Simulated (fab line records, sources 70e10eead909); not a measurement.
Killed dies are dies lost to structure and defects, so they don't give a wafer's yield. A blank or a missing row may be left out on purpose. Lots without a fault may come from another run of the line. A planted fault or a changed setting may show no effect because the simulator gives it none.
fab line records | flow nand_harc
record lots=5 wafers=15 last_day=33
route steps=1302 shown A_BONDPAD@1207 END@1302
lots that met no fault: from a run of the same line without faults
start_h: hours from the record's first day to the start of the lot's first wafer shown | wait_h: hours since the lot's step before | " the same as in the row above | L1.1+2: a row that stands for several wafers | - no value, or no start given | * or withheld: withheld | < > ~ a bound
route shown NAME@n: a module of which the file shows steps, and the number in the route of the first | usual: mean/standard deviation of fault-free wafers | same: alike in all rows | chamber/n: place in a boat | sites: the reading at each site | _std_site: their standard deviation | _edge_site: outer sites' mean less inner sites' | radius_mm: how far each site lies from the wafer's centre | mask NAME#n: copy n | behind: the tool/chamber that last shaped the wafer | hold: why the lot was held/for how many hours/how that ended | device: the transistor (n, p or np) that didn't switch | end of line: the same wafers' tests at the end of the route | a step without rows: its recipe alone | killed: dies lost to structure and defects at the first sort, not the wafer's yield | map: a wafer's dies, x killed, . not, _ none there
set.NAME: the setting as run; set.NAME@STEP: as run at that earlier step | model.NAME: the simulator's own value behind a step, which no gauge read
lots at some steps of the route; a table a step, a row a wafer
services: from which hour (start_h, from the record's first day; less than 0 if before it) a tool's chamber was out of use, for how many hours, and why
## steps
# step NHARC_A_BONDPAD_HMDS_02
# recipe time_s=30
# step NHARC_A_BONDPAD_COAT_33
# recipe temp_c=200 time_s=65
# step NHARC_A_BONDPAD_COAT_03
# recipe spin_rpm=2000 resist_thk_nm=600
# step NHARC_A_BONDPAD_SOFTBAKE_04
# recipe temp_c=125 time_s=70
# step NHARC_A_BONDPAD_EBR_05
# step NHARC_A_BONDPAD_EXPOSE_06
# recipe na=0.55 dose_mj=36.99 mask_id=A_BPAD
# step NHARC_A_BONDPAD_PEB_07
# recipe peb_temp_c=128 peb_time_s=80
# step NHARC_A_BONDPAD_DEVELOP_08
# recipe time_s=50 dev_temp_c=22
# step NHARC_A_BONDPAD_CD_MEAS_09
# recipe target_cd_nm=500 landing_energy_ev=500
# usual cd_nm=499.8/1.5
# columns lot.wafer tool chamber start_h wait_h cd_nm
L949.4 cd_sem-03 0 546.64 - 497.5
L949.5 " 0 " " 497.6
L949.6 " 0 " " 498.2
L959.2 cd_sem-03 0 633.19 - 500.6
L959.3 " 0 " " 500.4
L959.4 " 0 " " 501.6
L961.2 cd_sem-03 0 670.41 - 500.4
L961.3 " 0 " " 500.4
L961.5 " 0 " " 501.0
L968.2 cd_sem-02 0 733.17 - 500.1
L968.3 " 0 " " 499.9
L968.6 " 0 " " 500.6
L969.3 cd_sem-02 0 742.69 - 499.6
L969.5 " 0 " " 499.2
L969.6 " 0 " " 501.5
# step NHARC_A_BONDPAD_OVL_MEAS_35
# usual overlay_x_nm=-1/6.1 overlay_y_nm=1/6.7
# columns lot.wafer tool chamber start_h wait_h overlay_x_nm overlay_y_nm
L949.4 overlay-01 - 546.72 - 7 4
L949.5 " - " " 7 4
L949.6 " - " " 6 5
L959.2 overlay-01 - 633.28 - -1 6
L959.3 " - " " -1 6
L959.4 " - " " -1 6
L961.2 overlay-01 - 670.50 - -7 -1
L961.3 " - " " -7 -1
L961.5 " - " " -8 -2
L968.2 overlay-01 - 733.26 - 5 0
L968.3 " - " " 5 -1
L968.6 " - " " 4 0
L969.3 overlay-01 - 742.77 - 7 -3
L969.5 " - " " 7 -3
L969.6 " - " " 7 -2
# step NHARC_A_BONDPAD_HARDBAKE_10
# recipe temp_c=118 time_s=65
# step NHARC_A_BONDPAD_DESCUM_11
# recipe time_s=3 o2_flow_sccm=200 ar_flow_sccm=0 bias_power_w=0 chemistry=O2
# usual drypump_motor_current_A=5.9/0.38 oes_product_au=0.999/0.0071 rf_vpp_V=57.9/0.92 showerhead_plenum_p_Torr=1.89/0.094 throttle_valve_pct=11.311/0.011
# columns lot.wafer tool chamber start_h wait_h drypump_motor_current_A oes_product_au rf_hours_counter_h rf_vpp_V showerhead_plenum_p_Torr throttle_valve_pct
L949.4 rie_diel-01 0 546.86 - 6.0 0.995 28 59.8 2.03 11.324
L949.5 " 2 " " 5.8 1.000 - 58.0 1.89 11.303
L949.6 " 3 " " 5.6 1.011 - 58.3 1.83 11.329
L959.2 rie_diel-06 3 633.40 - 5.5 1.002 4 55.5 1.79 11.318
L959.3 " 1 " " 5.8 0.993 3 57.9 2.04 11.301
L959.4 " 2 " " 6.6 1.003 3 56.8 1.81 11.300
L961.3 rie_diel-06 0 670.64 - 5.8 1.001 0 58.1 1.88 11.305
L961.2 " 1 " " 5.8 1.003 0 58.9 2.04 11.309
L961.5 " 3 " " 5.5 0.981 - 58.2 1.79 11.307
L968.3 rie_diel-06 2 733.38 - 6.6 1.014 1 57.3 1.81 11.299
L968.2 " 0 " " 5.8 1.000 1 57.6 1.87 11.316
L968.6 " 3 " " 5.5 0.986 - 57.3 1.79 11.314
L969.3 rie_diel-06 0 742.91 - 5.8 1.007 2 60.0 1.87 11.283
L969.6 " 2 " " 6.5 1.002 - 55.7 1.81 11.315
L969.5 " 3 " " 5.6 0.994 - 56.2 1.79 11.304
# step NHARC_A_BONDPAD_ETCH_34
# recipe target_depth_a=600 overetch_a=180 time_s=65.91 ion_energy_ev=200 n2_flow_sccm=150 h2_flow_sccm=150 ar_flow_sccm=0 rf_w=400 bias_w=150 chemistry=N2/H2
# usual bias_w=149.9/0.44 drypump_motor_current_A=5.9/0.38 oes_product_au=1.000/0.0062 rf_vpp_V=430.0/2.9 run_length_s=87.4/0.33 showerhead_plenum_p_Torr=2.02/0.11 throttle_valve_pct=14.170/0.0086
# columns lot.wafer tool chamber start_h wait_h bias_w drypump_motor_current_A oes_product_au rf_hours_counter_h rf_vpp_V run_length_s showerhead_plenum_p_Torr throttle_valve_pct
L949.4 rie_diel-01 1 546.95 0.1 149.9 5.9 1.008 29 433.0 88.0 2.13 14.173
L949.6 " 2 " " 150.1 5.9 0.996 - 429.3 86.9 2.01 14.174
L949.5 " 3 " " 149.7 5.7 1.000 - 429.8 87.0 1.95 14.168
L959.4 rie_diel-06 1 633.49 0.1 150.2 5.7 0.996 3 434.1 87.2 2.18 14.179
L959.3 " 2 " " 151.0 6.5 1.004 3 428.1 87.4 1.93 14.170
L959.2 " 3 " " 149.9 5.5 1.007 4 428.0 87.1 1.91 14.181
L961.2 rie_diel-06 2 670.71 0.1 149.5 6.5 1.001 0 427.7 87.6 1.93 14.164
L961.3 " 0 " " - 5.8 1.008 0 429.8 71.9 2.00 14.169
L961.5 " 2 " " 149.4 6.6 1.005 - 428.3 87.4 1.93 14.164
L968.3 rie_diel-06 1 733.47 0.1 149.9 5.7 1.000 1 434.8 87.1 2.18 14.187
L968.2 " 2 " " 150.3 6.6 0.994 1 427.3 87.4 1.93 14.159
L968.6 " 1 " " 149.0 5.7 0.997 - 434.7 87.2 2.18 14.176
L969.3 rie_diel-06 1 742.99 0.1 149.9 5.8 1.002 2 434.0 87.1 2.18 14.173
L969.6 " 0 " " 149.9 5.7 1.009 - 430.0 87.0 2.00 14.174
L969.5 " 1 " " 149.7 5.7 1.007 - 433.5 87.5 2.18 14.170
# step NHARC_A_BONDPAD_ETCH_12
# recipe target_depth_a=2200 time_s=110 chf3_flow_sccm=50 o2_flow_sccm=10 ar_flow_sccm=200 rf_w=500 bias_w=200 chemistry=CHF3/O2
# usual bias_w=199.9/0.64 drypump_motor_current_A=5.9/0.39 oes_product_au=0.951/0.022 rf_vpp_V=370.0/2.7 run_length_s=131.5/0.32 showerhead_plenum_p_Torr=2.38/0.12 throttle_valve_pct=20.572/0.0088
# columns lot.wafer tool chamber start_h wait_h bias_w drypump_motor_current_A oes_product_au rf_hours_counter_h rf_vpp_V run_length_s showerhead_plenum_p_Torr throttle_valve_pct
L949.4 rie_diel-01 3 - - 198.8 5.6 0.924 30 368.5 131.0 2.31 20.571
L949.5 " 0 " " 199.5 6.1 0.918 - 373.0 131.5 2.54 20.577
L949.6 " 1 " " 200.2 5.9 0.925 - 371.9 132.1 2.50 20.558
L959.3 rie_diel-06 3 - - 199.4 5.5 0.961 4 367.0 131.3 2.26 20.583
L959.4 " 0 " " 200.3 5.8 0.961 3 370.2 131.2 2.36 20.585
L959.2 " 1 " " 200.5 5.8 0.969 3 372.2 131.8 2.56 20.580
L961.3 rie_diel-06 0 - - 199.8 5.7 0.992 0 370.0 131.9 2.36 20.561
L961.2 " 1 " " 200.8 5.7 0.991 0 373.7 132.1 2.56 20.557
L961.5 " 0 " " 199.5 5.7 0.983 - 369.4 131.2 2.36 20.581
L968.2 rie_diel-06 3 - - 199.7 5.5 0.921 1 368.5 131.4 2.26 20.577
L968.3 " 0 " " 199.4 5.8 0.928 2 370.5 131.6 2.36 20.568
L968.6 " 2 " " 200.2 6.6 0.962 - 367.4 131.8 2.28 20.572
L969.3 rie_diel-06 2 - - 200.1 6.6 0.973 2 367.4 131.9 2.28 20.566
L969.5 " 3 " " 200.0 5.5 0.955 - 368.2 131.4 2.26 20.574
L969.6 " 0 " " 200.0 5.7 0.987 - 370.4 131.4 2.35 20.563
# step NHARC_END_SORT_01
# recipe temp_c=25
# usual defect_limited_yield=91.9/2.2 killed_at_array=50/14 killed_at_other=0.9/1 killed_at_periphery=3.9/2.5 killed_dies=55/15 killed_open=3.5/1.9 killed_short=2.5/1.7 sort_bin_2_pct=3.0/1.1 sort_bin_3_pct=0.6/0.33 sort_bin_4_pct=4.6/1.1 sort_n_pass=622/15 sort_rim_yield_pct=90/3.8 sort_yield_pct=91.9/2.2
# same gross_dies=677 sort_bin_5_pct[%]=0 sort_bin_6_pct[%]=0 sort_bin_7_pct[%]=0 sort_bin_8_pct[%]=0 sort_rim_n_gross=106.00
# columns lot.wafer tool chamber start_h wait_h defect_limited_yield[%] killed_at_array killed_at_other killed_at_periphery killed_dies killed_open killed_short sort_bin_2_pct[%] sort_bin_3_pct[%] sort_bin_4_pct[%] sort_n_pass sort_rim_yield_pct[%] sort_yield_pct[%]
L949.4 prober-02 0 577.82 3.4 92.8 47 1 1 49 3 2 1.5 0.9 4.9 628 89 92.8
L949.5 prober-02 0 578.61 3.7 91.4 57 0 1 58 2 7 3.4 0.7 4.4 619 87 91.4
L949.6 prober-02 0 579.41 4.0 91.4 51 2 5 58 6 7 1.9 0.4 6.2 619 86 91.4
L959.2 prober-02 0 664.47 2.8 94.2 35 1 3 39 3 4 2.2 0.6 3.0 638 96 94.2
L959.3 prober-02 0 665.27 3.1 93.4 44 0 1 45 0 7 2.1 0.4 4.1 632 95 93.4
L959.4 prober-02 0 666.07 3.4 94.1 39 0 1 40 3 5 1.5 0.1 4.3 637 91 94.1
L961.2 prober-02 0 703.77 2.8 89.5 69 0 2 71 4 2 4.6 0.6 5.3 606 92 89.5
L961.3 prober-02 0 704.57 3.1 91.6 56 0 1 57 8 2 3.8 0.3 4.3 620 83 91.6
L961.5 prober-02 0 706.18 3.7 90.3 62 1 3 66 5 3 4.7 0.6 4.4 611 92 90.3
L968.2 prober-01 0 771.50 2.8 92.3 45 0 7 52 2 1 3.0 0.6 4.1 625 93 92.3
L968.3 prober-01 0 772.30 3.1 91.6 50 1 6 57 3 1 4.0 0.1 4.3 620 94 91.6
L968.6 prober-01 0 774.70 4.0 91.0 55 2 4 61 5 1 2.5 1.0 5.5 616 90 91.0
L969.3 prober-01 0 780.06 3.1 97.5 13 0 4 17 3 4 0.9 0 1.6 660 95 97.5
L969.5 prober-01 0 781.64 3.7 96.9 13 2 6 21 3 0 0.9 0.1 2.1 656 94 96.9
L969.6 prober-01 0 782.44 4.0 95.0 27 2 5 34 7 1 1.8 0 3.2 643 96 95.0
# killed by level:class
L949.4 A_SLIT:chamber_film_flake=20 A_CHANNEL_HOLE_D2:chamber_film_flake=17 A_ZERO_WELL:chamber_film_flake=2 A_ONON_D2:geometric_particle:open=1 A_WL_FILL:geometric_particle:short=1 A_M0:geometric_particle:open=1 A_M0:geometric_particle:short=1 A_M1:geometric_particle:open=1
L949.5 A_SLIT:chamber_film_flake=21 A_CHANNEL_HOLE_D2:chamber_film_flake=13 A_WL_FILL:geometric_particle:short=3 A_WL_FILL:chamber_film_flake=3 A_SGD_CUT:chamber_film_flake=3 A_CHANNEL_HOLE_D1:chamber_film_flake=2 A_STAIRCASE:chamber_film_flake=2 A_CONTACT:chamber_film_flake=2
L949.6 A_SLIT:chamber_film_flake=26 A_CHANNEL_HOLE_D2:chamber_film_flake=13 A_WL_FILL:geometric_particle:short=3 P_CONTACT:geometric_particle:open=2 A_M0:geometric_particle:open=2 A_ONON_D2:geometric_particle:short=1 A_CHANNEL_FILL_D2:geometric_particle:open=1 A_CHANNEL_FILL_D2:geometric_particle:short=1
L959.2 A_CHANNEL_HOLE_D2:chamber_film_flake=12 A_CONTACT:chamber_film_flake=5 A_CHANNEL_HOLE_D1:chamber_film_flake=4 A_BLC:chamber_film_flake=4 A_CHANNEL_FILL_D1:chamber_film_flake=2 P_M1:geometric_particle:open=1 P_M2:geometric_particle:open=1 A_ONON_D2:geometric_particle:open=1
L959.3 A_CHANNEL_HOLE_D2:chamber_film_flake=16 A_CHANNEL_HOLE_D1:chamber_film_flake=7 A_BLC:chamber_film_flake=6 A_WL_FILL:geometric_particle:short=5 A_CONTACT:chamber_film_flake=5 A_STAIRCASE:chamber_film_flake=2 A_ONON_D1:geometric_particle:short=1 A_ONON_D2:geometric_particle:short=1
L959.4 A_CHANNEL_HOLE_D2:chamber_film_flake=16 A_CHANNEL_HOLE_D1:chamber_film_flake=5 A_STAIRCASE:chamber_film_flake=4 A_CONTACT:chamber_film_flake=3 A_CHANNEL_FILL_D1:geometric_particle:short=2 A_CHANNEL_FILL_D1:chamber_film_flake=2 A_BLC:chamber_film_flake=2 P_CONTACT:geometric_particle:short=1
L961.2 A_CHANNEL_HOLE_D1:chamber_film_flake=26 A_CHANNEL_HOLE_D2:chamber_film_flake=22 A_STAIRCASE:chamber_film_flake=6 A_CONTACT:chamber_film_flake=4 A_BONDPAD:chamber_film_flake=4 A_DECK1_JOINT:chamber_film_flake=2 P_STI:geometric_particle:short=1 P_M0:geometric_particle:open=1
L961.3 A_CHANNEL_HOLE_D2:chamber_film_flake=22 A_CHANNEL_HOLE_D1:chamber_film_flake=13 A_SLIT:chamber_film_flake=4 A_STAIRCASE:chamber_film_flake=3 A_ONON_D2:geometric_particle:short=2 A_CHANNEL_FILL_D2:geometric_particle:open=2 A_BONDPAD:chamber_film_flake=2 P_M0:geometric_particle:open=1
L961.5 A_CHANNEL_HOLE_D1:chamber_film_flake=28 A_CHANNEL_HOLE_D2:chamber_film_flake=14 A_CONTACT:chamber_film_flake=5 A_STAIRCASE:chamber_film_flake=3 A_BONDPAD:chamber_film_flake=3 A_SLIT:chamber_film_flake=2 P_M0:geometric_particle:open=1 A_SOURCE_PLATE:geometric_particle:open=1
L968.2 A_CHANNEL_HOLE_D2:chamber_film_flake=23 A_CHANNEL_HOLE_D1:chamber_film_flake=11 P_CONTACT:chamber_film_flake=6 A_SLIT:chamber_film_flake=3 A_CONTACT:chamber_film_flake=2 P_CONTACT:geometric_particle:open=1 A_CHANNEL_FILL_D2:geometric_particle:short=1 A_CHANNEL_FILL_D2:geometric_particle:open=1
L968.3 A_CHANNEL_HOLE_D2:chamber_film_flake=25 A_CHANNEL_HOLE_D1:chamber_film_flake=10 A_CONTACT:chamber_film_flake=5 P_CONTACT:chamber_film_flake=3 A_SLIT:chamber_film_flake=3 P_GATE:geometric_particle:open=1 A_SOURCE_PLATE:geometric_particle:short=1 A_DECK1_JOINT:geometric_particle:open=1
L968.6 A_CHANNEL_HOLE_D2:chamber_film_flake=24 A_CHANNEL_HOLE_D1:chamber_film_flake=13 A_CONTACT:chamber_film_flake=5 A_WL_FILL:chamber_film_flake=3 P_M0:geometric_particle:open=2 A_ONON_D1:geometric_particle:open=2 P_CONTACT:chamber_film_flake=2 A_CHANNEL_FILL_D2:chamber_film_flake=2
L969.3 A_SLIT:chamber_film_flake=3 P_CONTACT:chamber_film_flake=2 A_STAIRCASE:chamber_film_flake=2 P_STI:geometric_particle:short=1 A_ONON_D1:geometric_particle:open=1 A_ONON_D1:geometric_particle:short=1 A_CHANNEL_FILL_D1:geometric_particle:short=1 A_SGD_CUT:geometric_particle:short=1
L969.5 A_STAIRCASE:chamber_film_flake=4 A_SLIT:chamber_film_flake=3 A_CONTACT:chamber_film_flake=3 P_CONTACT:chamber_film_flake=2 THIN_TSV:chamber_film_flake=2 P_M0:geometric_particle:open=1 A_CHANNEL_HOLE_D1:geometric_particle:open=1 A_BLC:geometric_particle:open=1
L969.6 A_SLIT:chamber_film_flake=6 A_CONTACT:chamber_film_flake=5 A_STAIRCASE:chamber_film_flake=3 A_ONON_D2:geometric_particle:open=2 A_CHANNEL_FILL_D2:geometric_particle:open=2 P_CONTACT:chamber_film_flake=2 P_M2:chamber_film_flake=2 A_CHANNEL_FILL_D1:chamber_film_flake=2
## services
# columns tool chamber start_h hours kind
rie_diel-01 2 532.67 6.3 repair
rie_diel-06 0 542.20 - clean
rie_diel-06 1 542.20 - clean
rie_diel-06 2 542.20 - clean
rie_diel-06 3 542.20 - clean
rie_diel-01 - 558.32 9.0 pm
rie_diel-06 - 562.16 1.2 repair
rie_diel-06 3 564.80 5.1 repair
rie_diel-06 0 566.70 - clean
rie_diel-06 1 566.70 - clean
rie_diel-06 2 566.70 - clean
rie_diel-06 0 591.20 - clean
rie_diel-06 1 591.20 - clean
rie_diel-06 2 591.20 - clean
rie_diel-06 3 591.20 - clean
rie_diel-06 0 615.70 - clean
rie_diel-06 1 615.70 - clean
rie_diel-06 2 615.70 - clean
rie_diel-06 3 615.70 - clean
rie_diel-01 - 619.30 36.6 repair
rie_diel-06 - 661.20 9.0 pm
rie_diel-06 2 672.73 11.0 repair
rie_diel-06 3 685.43 1.3 repair
rie_diel-01 - 735.32 9.0 pm
## key
first_sign step=NHARC_A_BONDPAD_ETCH_34 reading=run_length_s direction=down sigmas=47 usual=* struck=*
effect none on later readings
met_at NHARC_A_BONDPAD_ETCH_34
struck_wafers L961.3
fault kind=process_parameter_drift tool=rie_diel-06 chamber=0 onset_h=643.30 steps=NHARC_A_BONDPAD_ETCH_34 channel=time_s offset=* shape=step end_h=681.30 acts_in=* stated=*
